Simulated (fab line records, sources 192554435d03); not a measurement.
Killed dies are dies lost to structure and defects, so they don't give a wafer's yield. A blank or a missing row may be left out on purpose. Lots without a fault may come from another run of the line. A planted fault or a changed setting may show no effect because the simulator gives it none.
fab line records | flow n5_finfet
record lots=9 wafers=27 last_day=20
route steps=1938 shown BEOL_M0_SAQP@675 BEOL_M4@1111 PASSIVATION@1936
lots that met no fault: from a run of the same line without faults
start_h: hours from the record's first day to the start of the lot's first wafer shown | wait_h: hours since the lot's step before | " the same as in the row above | L1.1+2: a row that stands for several wafers | - no value, or no start given | * or withheld: withheld | < > ~ a bound
route shown NAME@n: a module of which the file shows steps, and the number in the route of the first | usual: mean/standard deviation of fault-free wafers | same: alike in all rows | chamber/n: place in a boat | sites: the reading at each site | _std_site: their standard deviation | _edge_site: outer sites' mean less inner sites' | radius_mm: how far each site lies from the wafer's centre | mask NAME#n: copy n | behind: the tool/chamber that last shaped the wafer | hold: why the lot was held/for how many hours/how that ended | device: the transistor (n, p or np) that didn't switch | end of line: the same wafers' tests at the end of the route | a step without rows: its recipe alone | killed: dies lost to structure and defects at the first sort, not the wafer's yield | map: a wafer's dies, x killed, . not, _ none there
set.NAME: the setting as run; set.NAME@STEP: as run at that earlier step | model.NAME: the simulator's own value behind a step, which no gauge read
steps of the route over a sample of lots; a table a step, a row a wafer
services: from which hour (start_h, from the record's first day; less than 0 if before it) a tool's chamber was out of use, for how many hours, and why
## steps
# step N5_BEOL_M0_SAQP_RECESS_109
# recipe chemistry=HF/NH3 target=SiO2 target_depth_a=30 afs_cycles=1 temp_c=30 sublimation_temp_c=180 sublimation_time_s=60
# usual drypump_motor_current_A=5.96/0.16
# columns lot.wafer tool chamber start_h wait_h drypump_motor_current_A
L458.1 vapor_etch-02 0 126.67 0.0 5.66
L458.2 " 1 " " 5.95
L458.4 " 1 " " 5.94
L460.1 vapor_etch-01 1 131.03 0.2 5.90
L460.3 " 0 " " 6.18
L460.5 " 1 " " 5.91
L462.3 vapor_etch-01 0 144.57 0.1 6.13
L462.5 " 0 " " 6.16
L462.6 " 1 " " 5.90
L467.2 vapor_etch-01 1 228.89 1.2 5.88
L467.3 " 0 " " 6.15
L467.6 " 1 " " 5.90
L472.1 vapor_etch-02 1 258.63 0.5 5.95
L472.4 " 1 " " 5.95
L472.5 " 1 " " 5.93
L473.1 vapor_etch-01 0 258.79 0.3 6.17
L473.4 " 1 " " 5.91
L473.6 " 0 " " 6.13
L475.1 vapor_etch-01 1 259.36 0.0 5.90
L475.3 " 0 " " 6.11
L475.5 " 1 " " 5.89
L478.1 vapor_etch-02 0 288.86 0.3 5.68
L478.2 " 1 " " 5.96
L478.3 " 1 " " 5.96
L479.4 vapor_etch-01 0 291.87 0.1 6.12
L479.5 " 1 " " 5.91
L479.6 " 0 " " 6.19
# step N5_BEOL_M0_SAQP_MANDREL2_REMOVE_110
# recipe chemistry=HBr/Cl2/O2 bt_time_s=10 target=a-Si stop_on=SiCN endpoint=OES-SiCl over_etch_frac=1 icp_w=600 bias_w=30 HBr_flow_sccm=150 Cl2_flow_sccm=80 O2_flow_sccm=5 pressure_mtorr=10
# usual drypump_motor_current_A=5.5/0.56 oes_product_au=1.004/0.015 throttle_valve_pct=36.76/0.28
# same bt_time_s=10 over_etch_frac=1
# columns lot.wafer tool chamber start_h wait_h drypump_motor_current_A oes_product_au rf_hours_counter_h throttle_valve_pct
L458.1 rie_si-03 3 127.52 0.1 4.7 1.005 0 37.28
L458.2 " 2 " " 6.7 1.015 188 36.30
L458.4 " 0 " " 5.1 1.017 107 36.74
L460.1 rie_si-05 3 132.19 0.1 6.2 0.989 68 36.95
L460.3 " 1 " " 5.0 0.993 8 37.21
L460.5 " 0 " " 5.8 1.021 - 36.81
L462.3 rie_si-03 0 146.26 0.1 5.1 1.014 107 36.74
L462.5 " 1 " " 6.3 1.002 - 36.84
L462.6 " 2 " " 6.7 1.009 - 36.30
L467.2 rie_si-03 1 229.68 0.1 6.3 0.994 162 36.82
L467.3 " 3 " " 4.8 1.011 2 37.30
L467.6 " 0 " " 5.1 1.014 - 36.73
L472.1 rie_si-06 3 262.83 0.1 5.6 1.011 16 36.95
L472.4 " 0 " " 5.0 1.010 22 36.69
L472.5 " 2 " " 5.7 0.979 - 36.35
L473.1 rie_si-03 3 263.33 0.1 4.7 1.003 2 37.30
L473.4 " 1 " " 6.3 0.993 163 36.86
L473.6 " 0 " " 5.1 1.015 - 36.73
L475.1 rie_si-06 3 263.60 0.1 5.5 1.010 16 36.95
L475.3 " 0 " " 5.0 1.015 22 36.71
L475.5 " 0 " " 5.0 1.015 - 36.70
L478.1 rie_si-03 0 290.61 0.1 5.1 1.002 109 36.73
L478.2 " 3 " " 4.7 1.016 3 37.31
L478.3 " 2 " " 6.7 0.974 1 36.31
L479.4 rie_si-05 0 295.03 0.1 5.7 0.992 2 36.79
L479.5 " 2 " " 5.2 0.970 - 36.30
L479.6 " 1 " " 5.0 0.999 - 37.20
# step N5_BEOL_M0_SAQP_COAT_34
# recipe resist=CAR-EUV spin_rpm=1500 resist_thk_nm=30
# usual spin_speed_rpm=1500.0/1
# columns lot.wafer tool chamber start_h wait_h spin_speed_rpm
L458.1 litho_track-01 0 127.67 - 1500.1
L458.2 " 0 " " 1500.0
L458.4 " 0 " " 1498.0
L460.1 litho_track-04 0 132.34 - 1500.5
L460.3 " 0 " " 1499.7
L460.5 " 0 " " 1500.9
L462.3 litho_track-01 0 146.42 - 1501.1
L462.5 " 0 " " 1501.7
L462.6 " 0 " " 1500.9
L467.2 litho_track-01 0 229.83 - 1499.9
L467.3 " 0 " " 1499.4
L467.6 " 0 " " 1500.1
L472.1 litho_track-05 0 262.98 - 1501.1
L472.4 " 0 " " 1500.3
L472.5 " 0 " " 1500.1
L473.1 litho_track-01 0 263.48 - 1314.2
L473.4 " 0 " " 1315.7
L473.6 " 0 " " 1315.3
L475.1 litho_track-01 0 263.75 - 1317.0
L475.3 " 0 " " 1317.5
L475.5 " 0 " " 1316.7
L478.1 litho_track-05 0 290.76 - 1499.1
L478.2 " 0 " " 1501.3
L478.3 " 0 " " 1501.6
L479.4 litho_track-04 0 295.19 - 1501.2
L479.5 " 0 " " 1501.1
L479.6 " 0 " " 1500.2
# step N5_BEOL_M0_SAQP_ETCH_73
# recipe chemistry=CF4 target=SiARC target_depth_a=195 mask_material=CAR-EUV time_s=32.5 ion_energy_ev=80 pressure_mtorr=40 source_w=545 bias_w=36 Ar_flow_sccm=100 cf4_flow_sccm=100 ends=cleared
# usual drypump_motor_current_A=5.7/0.39 etch_rf_on_time_s=32.4/0.56 oes_product_au=0.67/0.081 rf_vpp_V=184.0/1.1 showerhead_plenum_p_Torr=2.13/0.066 throttle_valve_pct=15.66/0.2
# columns lot.wafer tool chamber start_h wait_h drypump_motor_current_A etch_rf_on_time_s oes_product_au rf_hours_counter_h rf_vpp_V showerhead_plenum_p_Torr throttle_valve_pct
L458.1 rie_diel-02 2 128.12 0.0 6.0 32.0 0.75 48 182.4 2.09 15.54
L458.2 " 0 " " 4.8 32.6 0.59 239 185.8 2.19 15.94
L458.4 " 1 " " 5.6 32.6 0.65 144 182.6 2.05 15.77
L460.1 rie_diel-03 0 133.03 0.0 5.9 32.1 0.71 78 185.3 2.25 15.59
L460.3 " 2 " " 5.7 32.5 0.61 190 183.5 2.05 15.73
L460.5 " 2 " " 5.7 32.2 0.61 - 183.2 2.05 15.74
L462.3 rie_diel-05 0 146.86 0.0 5.8 33.5 0.59 209 185.0 2.12 15.50
L462.5 " 1 " " 5.4 32.6 0.77 - 183.6 2.18 15.25
L462.6 " 0 " " 5.8 33.5 0.59 - 184.5 2.12 15.49
L467.2 rie_diel-03 1 230.28 0.0 5.7 32.1 0.62 193 184.7 2.13 15.94
L467.3 " 2 " " 5.7 32.7 0.59 216 182.9 2.04 15.82
L467.6 " 3 " " 5.5 33.1 0.60 - 183.7 2.21 15.76
L472.1 rie_diel-05 0 263.42 0.0 5.8 33.6 0.58 227 184.1 2.12 15.55
L472.4 " 1 " " 5.4 32.8 0.74 52 186.2 2.17 15.29
L472.5 " 1 " " 5.4 32.7 0.74 - 183.4 2.17 15.28
L473.1 rie_diel-03 0 264.43 0.0 5.9 32.0 0.68 115 185.3 2.24 15.66
L473.4 " 3 " " 5.5 32.9 0.59 195 185.1 2.21 15.79
L473.6 " 0 " " 5.9 32.2 0.68 - 186.0 2.24 15.68
L475.1 rie_diel-03 2 264.69 0.0 5.7 32.9 0.58 226 182.9 2.04 15.81
L475.3 " 0 " " 5.9 31.9 0.68 115 185.6 2.24 15.68
L475.5 " 1 " " 5.7 32.7 0.60 - 183.9 2.13 15.96
L478.1 rie_diel-02 0 291.42 0.0 4.8 31.6 0.79 25 183.8 2.18 15.51
L478.2 " 1 " " 5.6 32.6 0.62 184 183.0 2.04 15.83
L478.3 " 2 " " 6.1 31.8 0.71 88 182.1 2.08 15.62
L479.4 rie_diel-05 2 295.64 0.0 6.2 32.4 0.76 33 184.0 2.10 15.59
L479.5 " 0 " " 5.8 33.3 0.57 - 183.0 2.11 15.58
L479.6 " 1 " " 5.4 32.5 0.72 - 185.2 2.17 15.33
# step N5_BEOL_M4_RC_MEAS_101
# usual DIBL_N=36.5/1.2 DIBL_P=36.5/1.6 IOFF_N=0.162/0.023 IOFF_P=0.221/0.03 ION_N=678/8 ION_P=466/6.3 SS_N=71.6/0.46 SS_P=73.3/0.57 VT_N=249.2/2.6 VT_P=-249/3.3
# columns lot.wafer tool chamber start_h wait_h DIBL_N[mV/V] DIBL_P[mV/V] IOFF_N[nA/um] IOFF_P[nA/um] ION_N[uA/um] ION_P[uA/um] SS_N[mV/dec] SS_P[mV/dec] VT_N[mV] VT_P[mV]
L460.1 prober-02 0 241.66 0.0 36.6 38.9 0.186 0.239 683 467 71.1 74.4 248.0 -248
L460.3 " 0 " " 37.0 39.9 0.209 0.253 693 470 71.8 73.7 244.0 -245
L460.5 " 0 " " 36.9 39.0 0.191 0.232 682 470 71.4 73.8 246.5 -248
L458.1 prober-02 0 242.59 0.4 35.9 36.2 0.143 0.197 676 470 71.2 73.5 251.3 -252
L458.2 " 0 " " 38.2 38.8 0.187 0.249 691 468 71.9 74.2 247.9 -249
L458.4 " 0 " " 34.9 34.9 0.126 0.177 664 458 71.0 73.4 253.5 -254
L462.3 prober-01 0 257.31 0.3 35.5 36.4 0.156 0.206 684 467 71.7 72.9 251.6 -251
L462.5 " 0 " " 35.6 35.9 0.150 0.193 678 459 71.8 73.1 252.3 -254
L462.6 " 0 " " 34.5 34.3 0.128 0.184 677 465 71.5 73.3 252.6 -252
L467.2 prober-02 0 287.76 0.2 35.7 35.1 0.158 0.179 681 454 71.3 73.0 252.5 -254
L467.3 " 0 " " 36.7 35.9 0.175 0.192 680 455 71.9 73.6 246.2 -254
L467.6 " 0 " " 36.8 36.9 0.188 0.210 689 463 72.1 73.7 249.9 -250
L472.1 prober-02 0 320.28 0.0 35.0 36.7 0.145 0.218 684 475 71.1 73.9 249.7 -248
L472.4 " 0 " " 35.2 35.8 0.135 0.209 681 474 71.5 73.2 251.7 -251
L472.5 " 0 " " 36.1 37.5 0.160 0.250 686 481 71.6 73.1 249.6 -246
L475.1 prober-02 0 324.15 0.0 38.8 39.4 0.225 0.302 700 475 72.1 74.0 243.9 -244
L475.3 " 0 " " 36.4 36.0 0.173 0.244 682 471 71.6 72.6 246.0 -245
L475.5 " 0 " " 38.4 38.4 0.204 0.288 687 479 71.8 74.0 246.0 -244
L473.1 prober-01 0 325.68 0.0 36.9 36.6 0.173 0.202 686 460 71.6 73.0 248.1 -253
L473.4 " 0 " " 35.9 36.2 0.165 0.208 693 468 71.5 73.9 248.6 -250
L473.6 " 0 " " 35.0 35.2 0.147 0.184 682 463 70.8 72.8 249.1 -251
L478.1 prober-02 0 357.87 0.0 36.5 36.1 0.189 0.268 692 478 71.5 73.4 246.6 -241
L478.2 " 0 " " 34.9 33.7 0.157 0.225 680 474 71.4 72.5 248.0 -245
L478.3 " 0 " " 34.3 34.0 0.154 0.230 686 477 71.4 72.6 248.0 -246
L479.4 prober-02 0 367.87 0.5 38.1 38.1 0.181 0.251 678 468 72.3 74.5 248.3 -249
L479.5 " 0 " " 37.7 36.9 0.170 0.233 691 469 72.2 74.4 249.1 -247
L479.6 " 0 " " 39.2 38.9 0.206 0.258 690 463 72.1 73.9 245.9 -249
# step N5_PASSIVATION_PROBE_49
# usual defect_limited_yield=91.2/1.3 killed_at_M0_to_M3=34/9.2 killed_at_M4_up=14/5 killed_at_contacts=13/6.7 killed_at_front_end=39/12 killed_at_other=4/3.3 killed_dies=104/15 killed_open=68/12 killed_short=34/7.5 sort_bin_5_function=5.2/0.87 sort_bin_6_memory=3.3/0.63 sort_n_pass=1076/15 sort_yield_pct=91.2/1.3
# same gross_dies=1180 killed_at_back_side=0 sort_bin_4_leakage[%]=0 sort_bin_8_speed[%]=0
# columns lot.wafer tool chamber start_h wait_h defect_limited_yield[%] killed_at_M0_to_M3 killed_at_M4_up killed_at_contacts killed_at_front_end killed_at_other killed_dies killed_open killed_short sort_bin_5_function[%] sort_bin_6_memory[%] sort_n_pass sort_yield_pct[%]
L475.5 prober-01 - 435.81 0.2 92.7 28 21 11 23 3 86 66 13 4.3 2.8 1094 92.7
L473.1 prober-02 - 439.84 0.3 89.3 56 10 9 48 3 126 83 40 7.4 2.6 1054 89.3
L473.4 prober-02 - 439.99 0.5 91.0 33 7 10 50 6 106 59 45 5.0 3.3 1074 91.0
L473.6 prober-02 - 440.09 0.6 90.9 35 8 10 51 3 107 68 37 5.2 3.5 1073 90.9
# killed by level:class
L475.5 MOL_CONTACT_COAG:geometric_particle:open=11 BEOL_M3:geometric_particle:open=11 STI_FIN_REVEAL:geometric_particle:open=10 BEOL_M4:geometric_particle:open=10 BEOL_M5:geometric_particle:open=6 BEOL_M1:geometric_particle:open=5 FIN_SAQP:geometric_particle:open=3 DUMMY_GATE:geometric_particle:open=3
L473.1 BEOL_M3:geometric_particle:open=19 FIN_SAQP:geometric_particle:short=15 FIN_SAQP:geometric_particle:open=13 BEOL_M1:geometric_particle:open=9 MOL_CONTACT_COAG:geometric_particle:open=7 BEOL_M2:geometric_particle:open=7 STI_FIN_REVEAL:geometric_particle:open=6 BEOL_M0_SAQP:geometric_particle:short=5
L473.4 FIN_SAQP:geometric_particle:short=18 STI_FIN_REVEAL:geometric_particle:open=11 MOL_CONTACT_COAG:geometric_particle:open=8 BEOL_M0_SAQP:geometric_particle:open=8 BEOL_M0_SAQP:geometric_particle:short=7 BEOL_M2:geometric_particle:open=6 DUMMY_GATE:geometric_particle:open=4 FIN_SAQP:geometric_particle:open=3
L473.6 FIN_SAQP:geometric_particle:open=15 FIN_SAQP:geometric_particle:short=10 BEOL_M3:geometric_particle:open=8 MOL_CONTACT_COAG:geometric_particle:open=7 ILD0:geometric_particle:short=6 BEOL_M2:geometric_particle:open=6 BEOL_M0_SAQP:geometric_particle:open=5 DUMMY_GATE:geometric_particle:open=4
## services
# columns tool chamber start_h hours kind
rie_diel-02 1 107.68 15.5 repair
rie_diel-02 2 107.69 2.9 repair
rie_si-03 - 109.49 0.4 repair
vapor_etch-01 - 112.66 2.8 pm
rie_diel-02 - 151.09 15.6 pm
rie_diel-05 - 153.22 28.1 pm
rie_si-06 2 177.57 1.4 repair
rie_diel-05 3 189.24 1.3 repair
rie_diel-05 - 207.38 2.6 repair
vapor_etch-02 - 208.52 0.4 repair
rie_diel-05 1 213.83 14.7 repair
rie_si-03 2 217.56 15.9 repair
rie_diel-05 - 217.62 0.7 repair
rie_diel-05 3 227.96 6.0 repair
rie_diel-05 1 229.85 2.6 repair
rie_si-05 0 238.69 2.3 repair
rie_diel-02 - 241.35 2.8 pm
rie_diel-05 0 249.90 1.2 repair
rie_diel-02 3 250.98 4.4 repair
rie_diel-03 3 251.86 6.5 repair
rie_si-06 - 273.30 4.0 pm
rie_diel-05 2 281.14 7.1 repair
rie_si-06 3 293.99 3.6 repair
rie_diel-02 0 294.77 12.3 repair
## key
first_sign step=N5_BEOL_M0_SAQP_COAT_34 reading=spin_speed_rpm direction=down sigmas=99+ usual=* struck=*
effect none on later readings
met_at N5_BEOL_M0_SAQP_COAT_34
struck_lots L473,L475
not_acting_at N5_BEOL_M0_SAQP_RECESS_109,N5_BEOL_M0_SAQP_MANDREL2_REMOVE_110,N5_BEOL_M0_SAQP_ETCH_73
onset_between 229.83 263.48
fault kind=process_parameter_drift tool=litho_track-01 chamber=- onset_h=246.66 steps=N5_BEOL_M0_SAQP_COAT_34 channel=spin_rpm offset=* shape=step end_h=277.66 acts_in=* stated=*
